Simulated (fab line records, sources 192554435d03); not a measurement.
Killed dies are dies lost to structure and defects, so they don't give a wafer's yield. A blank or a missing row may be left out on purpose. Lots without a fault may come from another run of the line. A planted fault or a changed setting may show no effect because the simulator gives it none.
Chamber matching | flow n5_finfet | N5_SD_EPI_N_LINER_46 on ald_sin-03: 4 sister chambers
The step material SiNx, target thk 3 nm. 4 wafers are shown with their chamber, then 12 later ones without.

WAFERS WITH THEIR CHAMBER
wafer  | chamber | heater_power_w (W)
L083.5 | 3       | 939
L087.1 | 0       | 775
L087.5 | 2       | 980
L087.6 | 1       | 783

WAFERS WITHOUT THEIR CHAMBER
wafer  | heater_power_w (W)
L088.4 | 771
L088.5 | 791
L088.6 | 981
L091.2 | 910
L091.4 | 786
L091.6 | 913
L094.1 | 1002
L094.4 | 765
L094.5 | 808
L097.3 | 791
L097.4 | 904
L097.5 | 1014

WHICH CHAMBER EACH WENT THROUGH
wafer  | from the rows above     | in truth
L088.4 | can't be placed: 0 or 1 | 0
L088.5 | can't be placed: 1 or 0 | 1
L088.6 | can't be placed: 2 or 3 | 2
L091.2 | can't be placed: 3 or 2 | 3
L091.4 | can't be placed: 1 or 0 | 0
L091.6 | can't be placed: 3 or 2 | 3
L094.1 | can't be placed: 2 or 3 | 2
L094.4 | can't be placed: 0 or 1 | 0
L094.5 | can't be placed: 1 or 0 | 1
L097.3 | can't be placed: 1 or 0 | 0
L097.4 | can't be placed: 3 or 2 | 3
L097.5 | can't be placed: 2 or 3 | 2
Placed correctly: 0 of 12. Can't be placed from these rows: 12 (the true chamber is among the candidates in 12). Placed wrongly: 0.
How it was worked out, from the rows above alone: a wafer's distance from a chamber is the root of the sum, over the readings, of the square of ((its reading less the chamber's mean) divided by the reading's scatter). The wafer belongs to the nearest chamber; if the next one is less than 2 further off, it can't be placed. A chamber's mean is the mean of its shown wafers. The scatter: with one shown wafer a chamber, the root of the mean of the squares of how far each hidden wafer lies from its nearest shown one.
